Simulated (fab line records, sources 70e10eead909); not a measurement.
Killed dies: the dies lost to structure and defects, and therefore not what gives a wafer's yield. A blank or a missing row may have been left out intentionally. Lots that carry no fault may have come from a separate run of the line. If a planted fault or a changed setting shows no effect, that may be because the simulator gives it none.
Matching of chambers -- flow nand_harc -- 4 sister chambers for NHARC_P_GATE_ALD_36 on ald_sin-02
The step deposits SiNx, target thk 20 nm, pulse time 60 s, ald cycles 223. 4 wafers are shown with their chamber, then 8 later ones without.

## WAFERS WITH THEIR CHAMBER
wafer,chamber,heater_power_w (W)
L083.5,2,846
L086.2,3,722
L086.4,1,777
L089.3,0,1048

## WAFERS WHOSE CHAMBER IS MISSING
wafer,heater_power_w (W)
L089.2,846
L089.6,692
L094.1,822
L094.6,795
L094.5,827
L096.2,1083
L096.6,820
L096.5,717

## EACH ONE'S CHAMBER
wafer,from the rows above,in truth
L089.2,2,2
L089.6,3,3
L094.1,can't be placed: 2 or 1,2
L094.6,can't be placed: 1 or 2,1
L094.5,can't be placed: 2 or 1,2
L096.2,0,0
L096.6,can't be placed: 2 or 1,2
L096.5,3,3
Correct placement for 4 of the 8. Unplaceable from these rows: 4, with the true chamber sitting among the candidates in 4. Number placed wrongly: 0.
How it was worked out, from the rows above alone: a wafer's distance from a chamber is the root of the sum, over the readings, of the square of ((its reading less the chamber's mean) divided by the reading's scatter). If the next closest chamber is less than 2 further off than the closest, the wafer can't be placed; otherwise it belongs to the closest. A chamber's mean is the mean of its shown wafers. The scatter: with one shown wafer a chamber, the root of the mean of the squares of how far each hidden wafer lies from its nearest shown one.
